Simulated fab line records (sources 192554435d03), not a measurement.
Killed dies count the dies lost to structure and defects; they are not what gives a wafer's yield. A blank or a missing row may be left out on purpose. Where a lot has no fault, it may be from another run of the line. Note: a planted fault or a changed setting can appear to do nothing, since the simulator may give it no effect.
fab line records -- flow n5-finfet
record: lots: 8, wafers: 24, last-day: 16
route steps=1938 shown BEOL_M4@1111 BEOL_M14@1753 PASSIVATION@1936
lots untouched by any fault: they come from a run of this same line in which no faults occurred
start-h: hours from the record's opening day to when the first of the lot's shown wafers began -- wait-h: how many hours have passed since the lot's step before this one -- " repeats the value in the row above -- L1.1+2: a row that stands for several wafers -- - no value, or no start was given -- * or withheld: withheld -- < > ~ a bound
route shown NAME@n: a module of which the file shows steps, and the number in the route of the first -- usual: mean/standard deviation of fault-free wafers -- same: alike in all rows -- chamber/n: place in a boat -- sites: per-site readings -- _std_site: how widely they spread, as a standard deviation -- _edge_site: the outer-site mean with the inner-site mean subtracted -- radius-mm: how far each site lies from the wafer's centre -- mask NAME#n: copy n -- behind: tool/chamber where the wafer was last shaped -- hold: cause of the lot's hold/its duration in hours/its outcome -- device: transistor that didn't switch, given as n, p or np -- end of line: tests of these same wafers at the route's end -- for a step that has no rows: nothing shown but its recipe -- killed: dies lost to structure and defects at the first sort, not the wafer's yield -- map: per-die view of a wafer (x killed, . not killed, _ where there is no die)
set.NAME: the setting that was run; set.NAME@STEP: the one run at that earlier step -- model.NAME: the simulator's own value behind a step, which no gauge read
one table for each step of the route and one row for each wafer, over a sample of lots
services: from which hour (start-h, from the record's first day; less than 0 if before it) a tool's chamber was out of use, for how many hours, and why
== steps ==
step: N5_BEOL_M4_RC_MEAS_101
usual: DIBL_N: 35.7/1.3, DIBL_P: 35.4/1.8, IOFF_N: 0.152/0.027, IOFF_P: 0.20/0.034, ION_N: 672/9.8, ION_P: 461/7.5, SS_N: 71.4/0.55, SS_P: 73.1/0.61, VT_N: 251/3.3, VT_P: -251/3.6
lot.wafer,tool,chamber,start-h,wait-h,DIBL_N[mV/V],DIBL_P[mV/V],IOFF_N[nA/um],IOFF_P[nA/um],ION_N[uA/um],ION_P[uA/um],SS_N[mV/dec],SS_P[mV/dec],VT_N[mV],VT_P[mV]
L888.1,prober-02,0,181.19,0.0,34.3,36.0,0.149,0.18,676,457,70.9,72.8,252,-255
L888.2,prober-02,0,181.19,0.0,34.6,34.9,0.144,0.17,664,455,71.6,72.0,254,-253
L888.5,prober-02,0,181.19,0.0,33.5,35.0,0.146,0.17,670,459,70.7,73.0,251,-252
L891.3,prober-02,0,200.58,0.3,35.7,36.7,0.162,0.23,680,468,71.3,72.6,247,-247
L891.5,prober-02,0,200.58,0.3,35.7,36.7,0.163,0.23,678,467,71.4,72.1,247,-248
L891.6,prober-02,0,200.58,0.3,35.1,36.3,0.152,0.22,678,467,71.0,73.0,249,-247
L893.2,prober-02,0,218.47,0.6,33.7,32.3,0.114,0.16,666,458,70.7,72.2,256,-253
L893.4,prober-02,0,218.47,0.6,35.1,34.0,0.131,0.19,674,463,71.6,72.7,255,-253
L893.6,prober-02,0,218.47,0.6,33.6,32.7,0.112,0.17,666,467,72.0,72.5,255,-255
L896.1,prober-02,0,236.93,0.0,37.6,35.4,0.182,0.22,679,466,71.1,72.9,245,-248
L896.3,prober-02,0,236.93,0.0,37.1,35.1,0.195,0.23,686,469,70.6,73.9,244,-245
L896.5,prober-02,0,236.93,0.0,36.1,34.5,0.168,0.21,684,468,70.3,73.2,244,-248
L900.1,prober-01,0,256.09,0.0,35.6,34.7,0.137,0.17,675,451,71.7,73.1,254,-254
L900.5,prober-01,0,256.09,0.0,35.8,35.1,0.145,0.18,665,456,71.5,73.2,253,-256
L900.6,prober-01,0,256.09,0.0,37.4,37.0,0.172,0.21,670,454,71.8,73.4,250,-251
L899.1,prober-01,0,260.59,0.0,36.5,35.6,0.155,0.21,667,460,71.5,73.4,252,-252
L899.4,prober-01,0,260.59,0.0,36.3,37.1,0.163,0.23,668,465,71.2,72.8,250,-247
L899.6,prober-01,0,260.59,0.0,35.8,35.7,0.149,0.20,663,460,71.9,72.5,250,-248
L901.1,prober-01,0,261.82,0.0,35.0,34.7,0.129,0.19,657,458,71.1,73.4,253,-250
L901.3,prober-01,0,261.82,0.0,34.2,32.8,0.116,0.16,658,456,71.4,72.4,257,-252
L901.4,prober-01,0,261.82,0.0,34.6,33.7,0.115,0.17,653,453,70.1,72.1,256,-250
L904.1,prober-01,0,275.44,0.0,35.3,34.9,0.143,0.18,676,459,71.4,72.9,252,-253
L904.3,prober-01,0,275.44,0.0,34.3,33.2,0.123,0.17,666,457,70.4,72.6,254,-254
L904.4,prober-01,0,275.44,0.0,34.0,33.3,0.126,0.18,667,460,70.9,72.6,252,-252
step: N5_BEOL_M14_TRENCH_ETCH_34
recipe: chemistry: C4F8/O2/Ar, target: SiO2, target-depth-a: 5566.5, mask-material: SOC, he-inner-torr: 15, he-outer-torr: 30, time-s: 126.9, ion-energy-ev: 800, pressure-mtorr: 20, source-w: 1905, bias-w: 2040, Ar_flow_sccm: 400, C4F8_flow_sccm: 16, O2_flow_sccm: 12
usual: drypump-motor-current-A: 5.6/0.44, mfc-ar-sccm: 399.9/1.2, oes_o_777_au: 0.83/0.07, oes-product-au: 0.82/0.073, rf-vpp-V: 2214/15, showerhead-plenum-p-Torr: 3.43/0.12, throttle-valve-pct: 30.91/0.22
lot.wafer,tool,chamber,start-h,wait-h,drypump-motor-current-A,mfc-ar-sccm,oes_o_777_au,oes-product-au,rf-hours-counter-h,rf-vpp-V,showerhead-plenum-p-Torr,throttle-valve-pct
L888.1,rie-diel-06,2,268.51,0.0,5.8,399.4,0.70,0.69,241,2199,3.39,31.03
L888.2,rie-diel-06,0,268.51,0.0,4.8,400.8,0.83,0.81,89,2230,3.60,31.06
L888.5,rie-diel-06,2,268.51,0.0,5.8,399.6,0.70,0.69,-,2199,3.39,31.03
L891.3,rie-diel-01,3,283.37,0.0,5.4,399.0,0.76,0.77,139,2223,3.31,30.53
L891.5,rie-diel-01,2,283.37,0.0,5.3,397.9,0.76,0.75,-,2202,3.29,30.69
L891.6,rie-diel-01,3,283.37,0.0,5.4,398.1,0.77,0.77,-,2222,3.31,30.52
L893.2,rie-diel-01,1,292.08,0.0,5.6,400.2,0.97,0.99,2,2214,3.39,30.88
L893.4,rie-diel-01,2,292.08,0.0,5.3,399.8,0.76,0.75,161,2201,3.29,30.70
L893.6,rie-diel-01,3,292.08,0.0,5.4,399.4,0.76,0.76,-,2226,3.31,30.56
L896.1,rie-diel-01,2,313.08,0.0,5.3,400.0,0.75,0.74,169,2201,3.28,30.72
L896.3,rie-diel-01,1,313.08,0.0,5.7,402.1,0.94,0.96,8,2215,3.39,30.86
L896.5,rie-diel-01,2,313.08,0.0,5.3,400.2,0.75,0.74,-,2199,3.28,30.71
L900.1,rie-diel-05,1,331.27,0.0,6.1,397.9,0.84,0.83,72,2213,3.47,30.63
L900.5,rie-diel-05,3,331.27,0.0,5.0,401.1,0.81,0.82,-,2249,3.61,30.78
L900.6,rie-diel-05,2,331.27,0.0,5.7,401.2,0.81,0.82,-,2199,3.31,31.16
L901.1,rie-diel-05,2,335.62,0.0,5.7,401.7,0.80,0.81,124,2198,3.31,31.17
L901.3,rie-diel-05,3,335.62,0.0,5.0,400.3,0.80,0.82,82,2248,3.61,30.79
L901.4,rie-diel-05,1,335.62,0.0,6.1,399.7,0.84,0.83,74,2216,3.46,30.62
L899.1,rie-diel-06,3,340.73,0.0,5.7,400.9,0.88,0.86,43,2229,3.50,31.08
L899.4,rie-diel-06,0,340.73,0.0,4.8,397.9,0.79,0.78,118,2228,3.58,31.07
L899.6,rie-diel-06,3,340.73,0.0,5.7,399.5,0.88,0.87,-,2231,3.50,31.09
L904.1,rie-diel-06,1,346.61,0.0,6.2,400.5,0.80,0.79,105,2201,3.61,31.19
L904.3,rie-diel-06,3,346.61,0.0,5.7,400.3,0.87,0.86,46,2230,3.50,31.07
L904.4,rie-diel-06,0,346.61,0.0,4.8,398.9,0.79,0.79,-,2229,3.58,31.09
step: N5_BEOL_M14_SPUTTER_43
recipe: material: TaN, target-thk-a: 150, temp-c: 50, bias-v: 168.6, power-w: 15000, chamber-pressure-pa: 0.12, time-s: 24.19
usual: bias-v: 168.9/1.6, cathode-dc-power-W: 15000/2.6, substrate-temp-c: 49.98/0.12, susceptor-temp-C: 50.00/0.12, throttle-valve-pct: 29.9/0.79
lot.wafer,tool,chamber,start-h,wait-h,bias-v,cathode-dc-power-W,substrate-temp-c,susceptor-temp-C,throttle-valve-pct
L888.1,pvd-sputter-02,-,271.57,0.0,170.3,15005,50.06,49.86,31.1
L888.2,pvd-sputter-02,-,271.57,0.0,169.0,14995,49.89,49.88,29.1
L888.5,pvd-sputter-02,-,271.57,0.0,169.0,14997,50.07,49.88,31.3
L891.3,pvd-sputter-02,-,285.05,0.0,167.2,15005,50.09,49.93,30.1
L891.5,pvd-sputter-02,-,285.05,0.0,168.7,15002,50.11,50.00,28.7
L891.6,pvd-sputter-02,-,285.05,0.0,168.8,15000,49.96,50.25,31.0
L893.2,pvd-sputter-03,-,296.66,0.0,165.4,15003,49.90,49.92,29.1
L893.4,pvd-sputter-03,-,296.66,0.0,167.7,15000,50.03,49.82,29.6
L893.6,pvd-sputter-03,-,296.66,0.0,170.9,15000,50.14,50.12,29.3
L896.1,pvd-sputter-02,-,314.68,0.0,167.2,14999,50.14,50.11,30.0
L896.3,pvd-sputter-02,-,314.68,0.0,170.0,14998,50.16,49.91,29.0
L896.5,pvd-sputter-02,-,314.68,0.0,169.1,14999,49.93,50.00,28.7
L900.1,pvd-sputter-02,-,332.64,0.0,-,-,-,-,-
L900.5,pvd-sputter-02,-,332.64,0.0,-,-,-,-,-
L900.6,pvd-sputter-02,-,332.64,0.0,-,-,-,-,-
L901.1,pvd-sputter-02,-,336.68,0.0,-,-,-,-,-
L901.3,pvd-sputter-02,-,336.68,0.0,-,-,-,-,-
L901.4,pvd-sputter-02,-,336.68,0.0,-,-,-,-,-
L899.1,pvd-sputter-02,-,341.40,0.0,169.2,14999,50.00,50.05,30.1
L899.4,pvd-sputter-02,-,341.40,0.0,167.2,15001,49.90,50.01,28.5
L899.6,pvd-sputter-02,-,341.40,0.0,166.7,14997,49.91,50.11,30.2
L904.1,pvd-sputter-01,-,349.38,0.0,169.3,15003,50.11,50.02,30.2
L904.3,pvd-sputter-01,-,349.38,0.0,168.5,14998,50.00,50.20,31.0
L904.4,pvd-sputter-01,-,349.38,0.0,168.0,15002,50.15,50.02,29.7
step: N5_BEOL_M14_SPUTTER_45
recipe: material: Cu, target-thk-a: 1000, temp-c: -20, bias-v: 60, power-w: 26000, chamber-pressure-pa: 0.13, time-s: 16.67
usual: bias-v: 60.0/0.61, cathode-dc-power-W: 26000/4.8, substrate-temp-c: -20.00/0.12, susceptor-temp-C: -20.00/0.11, throttle-valve-pct: 29.9/0.78
lot.wafer,tool,chamber,start-h,wait-h,bias-v,cathode-dc-power-W,substrate-temp-c,susceptor-temp-C,throttle-valve-pct
L888.1,pvd-sputter-02,-,271.73,0.0,59.4,25999,-19.98,-19.91,31.3
L888.2,pvd-sputter-02,-,271.73,0.0,60.3,25998,-20.13,-20.00,29.4
L888.5,pvd-sputter-02,-,271.73,0.0,60.5,25994,-20.03,-19.89,31.2
L891.3,pvd-sputter-02,-,285.21,0.0,59.2,26000,-19.99,-19.99,30.4
L891.5,pvd-sputter-02,-,285.21,0.0,57.8,25993,-19.84,-19.96,28.6
L891.6,pvd-sputter-02,-,285.21,0.0,60.3,25996,-19.75,-19.87,31.2
L893.2,pvd-sputter-03,-,296.82,0.0,60.0,25997,-19.99,-19.88,29.1
L893.4,pvd-sputter-03,-,296.82,0.0,60.4,25998,-19.89,-20.00,29.5
L893.6,pvd-sputter-03,-,296.82,0.0,59.4,26003,-20.11,-20.03,29.6
L896.1,pvd-sputter-02,-,314.84,0.0,58.6,25999,-20.16,-20.09,30.2
L896.3,pvd-sputter-02,-,314.84,0.0,59.4,26002,-20.18,-20.08,28.9
L896.5,pvd-sputter-02,-,314.84,0.0,61.4,25997,-19.96,-19.89,28.5
L900.1,pvd-sputter-02,-,332.80,0.0,59.5,25995,-19.92,-19.92,29.3
L900.5,pvd-sputter-02,-,332.80,0.0,60.4,25998,-20.03,-20.02,31.3
L900.6,pvd-sputter-02,-,332.80,0.0,59.3,26001,-19.99,-19.99,28.5
L901.1,pvd-sputter-02,-,336.84,0.0,60.3,25994,-20.15,-19.96,31.4
L901.3,pvd-sputter-02,-,336.84,0.0,60.3,25992,-20.00,-19.87,29.9
L901.4,pvd-sputter-02,-,336.84,0.0,60.6,25999,-20.12,-19.93,28.8
L899.1,pvd-sputter-02,-,341.56,0.0,60.6,26002,-20.07,-19.93,30.2
L899.4,pvd-sputter-02,-,341.56,0.0,59.6,25996,-20.01,-19.94,28.8
L899.6,pvd-sputter-02,-,341.56,0.0,59.7,25998,-20.31,-19.97,29.9
L904.1,pvd-sputter-01,-,349.54,0.0,60.5,26005,-19.82,-20.07,30.5
L904.3,pvd-sputter-01,-,349.54,0.0,59.9,25986,-20.17,-20.00,31.1
L904.4,pvd-sputter-01,-,349.54,0.0,60.6,26001,-19.87,-20.25,29.8
step: N5_BEOL_M14_CMP_49
recipe: stop-on: SiO2, t-overpolish-s: 5.2, down-force-psi: 2, platen-rpm: 80, clearing-platen-down-force-psi: 2, clearing-platen-rpm: 80, post-cmp-clean: cu-alkaline, target-thk-nm: 560, clearing-platen-pad-velocity-m-s: 1.5917, pad-velocity-m-s: 1.5917
usual: barrier-field-endpoint-s: 11.39/0.2, motor-current-A: 8.0/0.94
lot.wafer,tool,chamber,start-h,wait-h,barrier-field-endpoint-s,motor-current-A
L888.1,cmp-04,3,272.33,0.3,11.20,6.8
L888.2,cmp-04,0,272.33,0.3,11.11,9.8
L888.5,cmp-04,3,272.33,0.3,11.05,7.3
L891.3,cmp-03,0,285.98,0.3,11.43,8.5
L891.6,cmp-03,1,285.98,0.3,11.41,7.3
L891.5,cmp-03,2,285.98,0.3,11.36,7.6
L893.2,cmp-01,2,297.43,0.2,11.34,7.8
L893.4,cmp-01,3,297.43,0.2,11.23,7.3
L893.6,cmp-01,3,297.43,0.2,11.42,7.4
L896.3,cmp-01,0,315.44,0.2,11.61,7.9
L896.1,cmp-01,2,315.44,0.2,11.62,7.6
L896.5,cmp-01,0,315.44,0.2,11.32,8.1
L900.1,cmp-03,3,334.30,0.5,5.73,9.5
L900.5,cmp-03,3,334.30,0.5,5.67,9.4
L900.6,cmp-03,0,334.30,0.5,5.67,9.0
L901.4,cmp-04,2,337.55,0.1,5.68,8.2
L901.1,cmp-04,3,337.55,0.1,5.68,7.0
L901.3,cmp-04,0,337.55,0.1,5.69,9.3
L899.1,cmp-03,3,342.16,0.3,11.60,9.4
L899.4,cmp-03,1,342.16,0.3,11.88,7.5
L899.6,cmp-03,3,342.16,0.3,11.54,9.5
L904.3,cmp-04,3,350.14,0.2,11.29,7.3
L904.4,cmp-04,0,350.14,0.2,11.23,9.9
L904.1,cmp-04,2,350.14,0.2,11.56,8.5
step: N5_BEOL_M14_THK_MEAS_50
recipe: thk-meas-gauge: xrf, reads: Cu_of_BEOL_M14_ECD_47
usual: M14_THK: 556/8.1
lot.wafer,tool,chamber,start-h,wait-h,M14_THK[nm]
L888.1,film-metro-01,-,272.62,-,540
L888.2,film-metro-01,-,272.62,-,553
L888.5,film-metro-01,-,272.62,-,543
L891.3,film-metro-01,-,286.17,-,553
L891.5,film-metro-01,-,286.17,-,562
L891.6,film-metro-01,-,286.17,-,551
L893.2,film-metro-01,-,297.72,-,562
L893.4,film-metro-01,-,297.72,-,565
L893.6,film-metro-01,-,297.72,-,555
L896.1,film-metro-01,-,315.73,-,561
L896.3,film-metro-01,-,315.73,-,559
L896.5,film-metro-01,-,315.73,-,560
L900.1,film-metro-01,-,334.60,-,574
L900.5,film-metro-01,-,334.60,-,573
L900.6,film-metro-01,-,334.60,-,584
L901.1,film-metro-01,-,337.85,-,589
L901.3,film-metro-01,-,337.85,-,581
L901.4,film-metro-01,-,337.85,-,580
L899.1,film-metro-02,-,342.45,-,560
L899.4,film-metro-02,-,342.45,-,559
L899.6,film-metro-02,-,342.45,-,561
L904.1,film-metro-01,-,350.44,-,547
L904.3,film-metro-01,-,350.44,-,544
L904.4,film-metro-01,-,350.44,-,557
step: N5_PASSIVATION_PROBE_49
usual: defect-limited-yield: 91.5/1.3, killed_at_M0_to_M3: 33/11, killed_at_M4_up: 14/5.3, killed-at-contacts: 11/6.3, killed-at-front-end: 38/10, killed-at-other: 3.7/2.8, killed-dies: 101/16, killed-on-rim: 13/3.4, killed-open: 67/12, killed-short: 32/7.4, sort_bin_5_function: 5.0/0.86, sort_bin_6_memory: 3.2/0.69, sort-n-pass: 1079/16, sort-yield-pct: 91.5/1.3
same: gross-dies: 1180, killed-at-back-side: 0, sort_bin_4_leakage[%]: 0, sort_bin_8_speed[%]: 0
lot.wafer,tool,chamber,start-h,wait-h,defect-limited-yield[%],killed_at_M0_to_M3,killed_at_M4_up,killed-at-contacts,killed-at-front-end,killed-at-other,killed-dies,killed-on-rim,killed-open,killed-short,sort_bin_5_function[%],sort_bin_6_memory[%],sort-n-pass,sort-yield-pct[%]
L888.1,prober-02,-,296.98,0.0,93.2,13,13,18,30,6,80,9,56,21,4.3,2.4,1100,93.2
L888.2,prober-02,-,297.03,0.1,91.4,31,18,11,33,8,101,10,72,26,5.2,3.1,1079,91.4
L888.5,prober-02,-,297.18,0.2,92.9,14,18,12,40,0,84,13,59,24,4.7,2.1,1096,92.9
L893.2,prober-01,-,317.91,0.1,90.2,46,5,24,38,3,116,11,79,37,6.2,3.1,1064,90.2
L893.4,prober-01,-,318.01,0.2,91.2,27,9,24,35,9,104,14,70,33,5.3,2.9,1076,91.2
L893.6,prober-01,-,318.11,0.3,89.9,33,11,33,37,5,119,21,84,32,5.8,3.9,1061,89.9
L896.1,prober-02,-,338.59,0.0,94.8,15,16,5,25,0,61,7,39,21,2.5,2.2,1119,94.8
L896.3,prober-02,-,338.69,0.1,92.8,22,5,15,39,4,85,10,46,37,4.2,2.6,1095,92.8
L896.5,prober-02,-,338.79,0.2,94.0,15,10,9,32,5,71,9,47,24,2.8,2.8,1109,94.0
L900.1,prober-01,-,356.41,0.0,84.8,23,113,14,26,3,179,53,66,27,12.3,2.5,1001,84.8
L900.5,prober-01,-,356.61,0.2,85.6,28,101,6,31,4,170,26,60,18,11.8,2.5,1010,85.6
L900.6,prober-01,-,356.66,0.3,84.4,22,93,5,56,8,184,50,73,34,11.9,3.6,996,84.4
L901.1,prober-02,-,362.77,0.0,83.1,41,105,3,44,7,200,27,48,49,13.1,3.3,980,83.1
L901.3,prober-02,-,362.87,0.1,84.3,29,104,8,44,0,185,55,66,31,13.0,2.3,995,84.3
L901.4,prober-02,-,362.92,0.2,85.3,48,90,2,28,6,174,49,57,34,11.1,3.4,1006,85.3
killed by level:class
L888.1 MOL_CONTACT_COAG:geometric-particle:open=16 STI_FIN_REVEAL:geometric-particle:open=13 BEOL_M4:geometric-particle:open=6 BEOL_M0_SAQP:geometric-particle:short=3 MIM_TOP:geometric-particle:open=3 STARTING-WAFER:geometric-particle:open=3 FIN_SAQP:geometric-particle:open=2 FIN_SAQP:geometric-particle:short=2
L888.2 STI_FIN_REVEAL:geometric-particle:open=11 BEOL_M3:geometric-particle:open=10 MOL_CONTACT_COAG:geometric-particle:open=9 BEOL_M1:geometric-particle:open=8 DUMMY_GATE:geometric-particle:open=7 BEOL_M4:geometric-particle:open=7 GATE_CUT:geometric-particle:short=6 BEOL_M0_SAQP:geometric-particle:open=5
L888.5 STI_FIN_REVEAL:geometric-particle:open=16 MOL_CONTACT_COAG:geometric-particle:open=11 BEOL_M4:geometric-particle:open=8 FIN_SAQP:geometric-particle:open=6 FIN_SAQP:geometric-particle:short=6 BEOL_M2:geometric-particle:open=5 BEOL_M4:geometric-particle:short=4 STI_FIN_REVEAL:geometric-particle:short=3
L893.2 MOL_CONTACT_COAG:geometric-particle:open=20 BEOL_M2:geometric-particle:open=13 BEOL_M0_SAQP:geometric-particle:short=10 FIN_SAQP:geometric-particle:open=8 FIN_SAQP:geometric-particle:short=8 STI_FIN_REVEAL:geometric-particle:open=6 BEOL_M1:geometric-particle:open=6 BEOL_M3:geometric-particle:open=5
L893.4 MOL_CONTACT_COAG:geometric-particle:open=19 BEOL_M0_SAQP:geometric-particle:short=12 STI_FIN_REVEAL:geometric-particle:open=12 BEOL_M0_SAQP:geometric-particle:open=6 MOL_CONTACT_COAG:geometric-particle:short=5 BEOL_M2:geometric-particle:open=5 FIN_SAQP:geometric-particle:open=4 STARTING-WAFER:geometric-particle:short=4
L893.6 MOL_CONTACT_COAG:geometric-particle:open=30 BEOL_M0_SAQP:geometric-particle:open=12 FIN_SAQP:geometric-particle:short=11 FIN_SAQP:geometric-particle:open=9 BEOL_M0_SAQP:geometric-particle:short=9 STI_FIN_REVEAL:geometric-particle:open=5 BEOL_M2:geometric-particle:open=5 BEOL_M1:geometric-particle:open=4
L896.1 STI_FIN_REVEAL:geometric-particle:open=5 BEOL_M4:geometric-particle:open=5 STARTING-WAFER:geometric-particle:open=5 FIN_SAQP:geometric-particle:open=4 BEOL_M1:geometric-particle:open=4 BEOL_M4:geometric-particle:short=4 MOL_CONTACT_COAG:geometric-particle:open=3 ILD0:geometric-particle:short=2
L896.3 FIN_SAQP:geometric-particle:short=10 STI_FIN_REVEAL:geometric-particle:open=9 MOL_CONTACT_COAG:geometric-particle:short=8 MOL_CONTACT_COAG:geometric-particle:open=7 FIN_SAQP:geometric-particle:open=6 BEOL_M0_SAQP:geometric-particle:open=4 BEOL_M0_SAQP:geometric-particle:short=4 BEOL_M3:geometric-particle:open=4
L896.5 FIN_SAQP:geometric-particle:short=6 STI_FIN_REVEAL:geometric-particle:open=6 MOL_CONTACT_COAG:geometric-particle:open=5 FIN_SAQP:geometric-particle:open=4 MOL_CONTACT_COAG:geometric-particle:short=4 GATE_CUT:geometric-particle:open=4 BEOL_M0_SAQP:geometric-particle:open=4 BEOL_M4:geometric-particle:open=4
L900.1 BEOL_M14:area-sputter=85 BEOL_M4:geometric-particle:open=12 MOL_CONTACT_COAG:geometric-particle:open=11 FIN_SAQP:geometric-particle:short=6 BEOL_M4:geometric-particle:short=6 FIN_SAQP:geometric-particle:open=5 BEOL_M0_SAQP:geometric-particle:open=5 BEOL_M0_SAQP:geometric-particle:short=5
L900.5 BEOL_M14:area-sputter=91 STI_FIN_REVEAL:geometric-particle:open=9 BEOL_M2:geometric-particle:open=9 BEOL_M3:geometric-particle:open=7 MOL_CONTACT_COAG:geometric-particle:open=6 FIN_SAQP:geometric-particle:open=5 BEOL_M0_SAQP:geometric-particle:short=4 BEOL_M0_SAQP:geometric-particle:open=4
L900.6 BEOL_M14:area-sputter=76 FIN_SAQP:geometric-particle:open=14 STI_FIN_REVEAL:geometric-particle:open=11 FIN_SAQP:geometric-particle:short=8 BEOL_M3:geometric-particle:open=8 BEOL_M4:geometric-particle:open=6 MOL_CONTACT_COAG:geometric-particle:open=5 BEOL_M4:geometric-particle:short=5
L901.1 BEOL_M14:area-sputter=99 FIN_SAQP:geometric-particle:short=12 BEOL_M0_SAQP:geometric-particle:short=11 BEOL_M3:geometric-particle:open=8 BEOL_M0_SAQP:geometric-particle:open=8 BEOL_M1:geometric-particle:open=8 STI_FIN_REVEAL:geometric-particle:open=7 STI_FIN_REVEAL:geometric-particle:short=6
L901.3 BEOL_M14:area-sputter=87 STI_FIN_REVEAL:geometric-particle:open=13 FIN_SAQP:geometric-particle:short=11 MOL_CONTACT_COAG:geometric-particle:open=7 BEOL_M3:geometric-particle:open=7 BEOL_M0_SAQP:geometric-particle:open=6 FIN_SAQP:geometric-particle:open=5 DUMMY_GATE:geometric-particle:open=5
L901.4 BEOL_M14:area-sputter=83 STI_FIN_REVEAL:geometric-particle:open=11 BEOL_M3:geometric-particle:open=11 BEOL_M0_SAQP:geometric-particle:short=10 BEOL_M0_SAQP:geometric-particle:open=9 FIN_SAQP:geometric-particle:short=5 BEOL_M0:geometric-particle:open=5 BEOL_M1:geometric-particle:open=4
== services ==
tool,chamber,start-h,hours,kind
rie-diel-01,0,246.77,-,clean
rie-diel-01,0,246.77,-,consumable-replace:focus-ring
rie-diel-01,0,246.77,17.1,scheduled-down
rie-diel-01,0,246.77,17.1,vent-cycle
cmp-03,-,247.32,3.2,pm
rie-diel-06,0,248.46,12.2,repair
rie-diel-06,2,253.30,11.7,repair
rie-diel-01,1,263.83,-,clean
rie-diel-01,1,263.83,-,consumable-replace:focus-ring
rie-diel-01,1,263.83,23.1,scheduled-down
rie-diel-01,1,263.83,23.1,vent-cycle
cmp-03,-,263.86,5.5,pm
cmp-03,-,273.61,1.6,repair
pvd-sputter-03,-,285.89,3.8,repair
cmp-03,-,292.65,2.2,repair
cmp-01,-,321.40,4.0,pm
rie-diel-06,0,323.11,6.4,repair
rie-diel-05,-,328.94,1.0,repair
cmp-04,-,329.10,0.3,repair
cmp-03,-,329.85,0.9,repair
rie-diel-06,1,331.98,7.0,repair
rie-diel-01,3,338.74,10.4,repair
rie-diel-06,2,343.55,9.0,repair
rie-diel-01,1,346.23,5.1,repair
== key ==
first-sign: step: N5_BEOL_M14_SPUTTER_43, reading: tool-record, direction: missing
effect: step: N5_BEOL_M14_CMP_49, reading: barrier-field-endpoint-s, direction: down, sigmas: 28, usual: 11.39, struck: 5.69
effect: step: N5_PASSIVATION_PROBE_49, reading: killed_at_M4_up, direction: up, sigmas: 17, usual: 14, struck: 101
more-kills-born-at: N5_BEOL_M14_SPUTTER_43@pvd-sputter-02: 521
met-at N5_BEOL_M14_SPUTTER_43
struck-lots L900,L901
not-acting-at N5_BEOL_M14_TRENCH_ETCH_34,N5_BEOL_M14_SPUTTER_45,N5_BEOL_M14_THK_MEAS_50
onset-between 314.68 332.64
fault: kind: skipped-step-whole, tool: pvd-sputter-02, chamber: -, onset-h: 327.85, steps: N5_BEOL_M14_SPUTTER_43, scope: struck-lots-only
